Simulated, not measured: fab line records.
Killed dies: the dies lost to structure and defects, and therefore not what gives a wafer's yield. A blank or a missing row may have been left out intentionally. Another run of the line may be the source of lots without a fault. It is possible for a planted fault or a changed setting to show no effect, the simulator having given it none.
Which tool did it? | flow nand_harc | Sampling: 14 lots, 42 wafers, 4 of 1302 route steps

## WHAT EACH GAUGE READ, for each wafer
Not one reading of a measure or inspect step in the record can be checked against a usual standard deviation.

## EACH LOT AND THE TOOL THAT RAN IT (in order: tool; ch and the chambers of the sampled wafers; start)
lot  | NHARC_A_M1_DEGAS_29          | NHARC_A_M1_CMP_23             | NHARC_A_BONDPAD_PEB_07            | NHARC_A_BONDPAD_ANNEAL_28
L678 | pvd_sputter-01, day 23 18:11 | cmp-02 ch 2,3, day 23 19:17   | litho_track-02 ch 0, day 23 21:29 | rtp_anneal-02 ch 0, day 23 23:35
L679 | pvd_sputter-03, day 24 07:19 | cmp-03 ch 0,1,2, day 24 08:24 | litho_track-07 ch 0, day 24 10:35 | rtp_anneal-02 ch 0, day 24 12:37
L680 | pvd_sputter-03, day 25 17:52 | cmp-04 ch 0,2,3, day 25 18:57 | litho_track-03 ch 0, day 25 21:16 | rtp_anneal-01 ch 0, day 25 23:15
L682 | pvd_sputter-02, day 26 00:02 | cmp-02 ch 1,2, day 26 01:07   | litho_track-02 ch 0, day 26 03:25 | rtp_anneal-02 ch 0, day 26 05:23
L683 | pvd_sputter-01, day 26 22:26 | cmp-02 ch 1,2,3, day 26 23:40 | litho_track-02 ch 0, day 27 01:56 | rtp_anneal-02 ch 0, day 27 03:56
L687 | pvd_sputter-01, day 27 23:50 | cmp-03 ch 0,1,3, day 28 00:57 | litho_track-07, day 28 03:14      | rtp_anneal-01 ch 0, day 28 05:23
L686 | pvd_sputter-01, day 28 10:11 | cmp-03 ch 1,2,3, day 28 11:19 | litho_track-02, day 28 13:31      | rtp_anneal-01 ch 0, day 28 15:29
L691 | pvd_sputter-02, day 29 04:49 | cmp-03 ch 1,2, day 29 05:52   | litho_track-02 ch 0, day 29 08:16 | rtp_anneal-01 ch 0, day 29 10:29
L692 | pvd_sputter-01, day 30 05:31 | cmp-02 ch 0,1,3, day 30 06:36 | litho_track-07 ch 0, day 30 08:47 | rtp_anneal-01 ch 0, day 30 10:45
L693 | pvd_sputter-02, day 30 11:28 | cmp-03 ch 0,1,3, day 30 12:32 | litho_track-03 ch 0, day 30 14:51 | rtp_anneal-01 ch 0, day 30 16:56
L695 | pvd_sputter-03, day 31 08:12 | cmp-04 ch 0,2,3, day 31 09:19 | litho_track-02 ch 0, day 31 11:29 | rtp_anneal-01 ch 0, day 31 13:37
L696 | pvd_sputter-03, day 31 22:02 | cmp-03 ch 0,2, day 31 23:09   | litho_track-02 ch 0, day 32 01:19 | rtp_anneal-01 ch 0, day 32 03:41
L697 | pvd_sputter-02, day 32 01:56 | cmp-04 ch 2,3, day 32 03:01   | litho_track-02 ch 0, day 32 05:12 | rtp_anneal-01 ch 0, day 32 07:16
L698 | pvd_sputter-01, day 32 05:03 | cmp-03 ch 0,1, day 32 06:08   | litho_track-03 ch 0, day 32 08:20 | rtp_anneal-01 ch 0, day 32 10:22
- NHARC_A_M1_DEGAS_29: time 60 s.
- NHARC_A_M1_CMP_23: polishes, t overpolish 20 s, target thk 154.34 nm.
- NHARC_A_BONDPAD_PEB_07: peb time 80 s.
- NHARC_A_BONDPAD_ANNEAL_28: time 90 s.

## WHAT THE TOOLS THEMSELVES READ (means of the sampled wafers that have a number; where no wafer has one, the mark that the record gives instead)
NHARC_A_M1_DEGAS_29. Usual: 339 W for heater_power_w, sd 43.
lot  | tool           | heater_power_w (W) | flag
L678 | pvd_sputter-01 | 391                |
L679 | pvd_sputter-03 | 320                |
L680 | pvd_sputter-03 | 320                |
L682 | pvd_sputter-02 | 341                |
L683 | pvd_sputter-01 | 346                |
L687 | pvd_sputter-01 | 342                |
L686 | pvd_sputter-01 | 351                |
L691 | pvd_sputter-02 | 344                |
L692 | pvd_sputter-01 | 349                |
L693 | pvd_sputter-02 | 332                |
L695 | pvd_sputter-03 | 327                |
L696 | pvd_sputter-03 | 315                |
L697 | pvd_sputter-02 | 332                |
L698 | pvd_sputter-01 | 305                |

NHARC_A_M1_CMP_23. Usual: motor_current_A 12.1 A, standard deviation 1; time_to_endpoint_s 29.0 s, standard deviation 2.
lot  | tool   | motor_current_A (A) | time_to_endpoint_s (s) | flag
L678 | cmp-02 | 12.2                | 26.0                   |
L679 | cmp-03 | 12.5                | 33.1                   |
L680 | cmp-04 | 11.7                | 31.4                   |
L682 | cmp-02 | 12.5                | 28.1                   |
L683 | cmp-02 | 12.8                | 31.7                   |
L687 | cmp-03 | 12.3                | 27.3                   |
L686 | cmp-03 | 12.2                | 29.8                   |
L691 | cmp-03 | 11.9                | 29.7                   |
L692 | cmp-02 | 13.2                | 29.7                   |
L693 | cmp-03 | 12.4                | 28.1                   |
L695 | cmp-04 | 12.1                | 30.8                   |
L696 | cmp-03 | 13.0                | 27.4                   |
L697 | cmp-04 | 12.6                | 28.8                   |
L698 | cmp-03 | 12.3                | 28.5                   |

NHARC_A_BONDPAD_PEB_07. Usual: chill_plate_temp_C 22.99 C, standard deviation 0.1; exhaust_pa 45.1 Pa, standard deviation 0.88; heater_power_total_W 189.8 W, standard deviation 0.78; plate_temp_C 128.02 C, standard deviation 0.14; resist_line_temp_C 22.99 C, standard deviation 0.094.
lot  | tool           | chill_plate_temp_C (C) | exhaust_pa (Pa) | heater_power_total_W (W) | plate_temp_C (C) | resist_line_temp_C (C) | flag
L678 | litho_track-02 | 22.97                  | 45.2            | 190.4                    | 128.20           | 22.96                  |
L679 | litho_track-07 | 23.02                  | 45.5            | 189.8                    | 128.03           | 23.02                  |
L680 | litho_track-03 | 23.08                  | 45.7            | 189.8                    | 128.10           | 22.90                  |
L682 | litho_track-02 | 23.02                  | 46.4            | 189.8                    | 128.23           | 22.99                  |
L683 | litho_track-02 | 22.97                  | 44.9            | 189.5                    | 127.96           | 23.07                  |
L687 | litho_track-07 | -                      | -               | -                        | -                | -                      | OFF
L686 | litho_track-02 | -                      | -               | -                        | -                | -                      | OFF
L691 | litho_track-02 | 22.88                  | 44.2            | 189.7                    | 127.89           | 22.86                  |
L692 | litho_track-07 | 23.01                  | 45.1            | 189.7                    | 127.97           | 23.02                  |
L693 | litho_track-03 | 22.94                  | 45.2            | 190.3                    | 128.06           | 23.04                  |
L695 | litho_track-02 | 23.01                  | 45.2            | 189.9                    | 127.88           | 23.08                  |
L696 | litho_track-02 | 22.99                  | 45.1            | 190.1                    | 127.98           | 23.10                  |
L697 | litho_track-02 | 22.97                  | 45.2            | 189.5                    | 127.86           | 22.96                  |
L698 | litho_track-03 | 23.06                  | 44.7            | 189.6                    | 128.06           | 22.98                  |

NHARC_A_BONDPAD_ANNEAL_28. Usual: 226.3 for wafer_temp_C_max, sd 0.42.
lot  | tool          | wafer_temp_C_max | flag
L678 | rtp_anneal-02 | 225.9            |
L679 | rtp_anneal-02 | 225.9            |
L680 | rtp_anneal-01 | 226.5            |
L682 | rtp_anneal-02 | 225.8            |
L683 | rtp_anneal-02 | 225.8            |
L687 | rtp_anneal-01 | 226.5            |
L686 | rtp_anneal-01 | 226.3            |
L691 | rtp_anneal-01 | 226.7            |
L692 | rtp_anneal-01 | 226.6            |
L693 | rtp_anneal-01 | 226.6            |
L695 | rtp_anneal-01 | 226.6            |
L696 | rtp_anneal-01 | 226.7            |
L697 | rtp_anneal-01 | 226.9            |
L698 | rtp_anneal-01 | 226.7            |

## THE ANSWER, worked out from the rows above alone
Rule: a lot counts as off when the mean over its wafers that have a number is more than 3 standard deviations away from the usual mean. Also off: a lot with no number at a reading for which 4 or more lots have one. Where the step has rows for the other lots, those lots are counted as sound. The gauges are gone through in route order, then the tools' own readings, and for those a lot's mean is taken as printed above. The first step at which some lot is off is used, and at that step the reading that is off furthest; a lot without a number counts as furthest.
Off: L687, L686, at NHARC_A_BONDPAD_PEB_07 (chill_plate_temp_C). Without a number there: L687, L686.
If a tool, at that step or one of the process steps before it, ran each lot that is off and ran no sound lot following the first of them, it fits. Not one of the candidates tried fits.

## WHAT WAS PUT IN BY THE SIMULATOR
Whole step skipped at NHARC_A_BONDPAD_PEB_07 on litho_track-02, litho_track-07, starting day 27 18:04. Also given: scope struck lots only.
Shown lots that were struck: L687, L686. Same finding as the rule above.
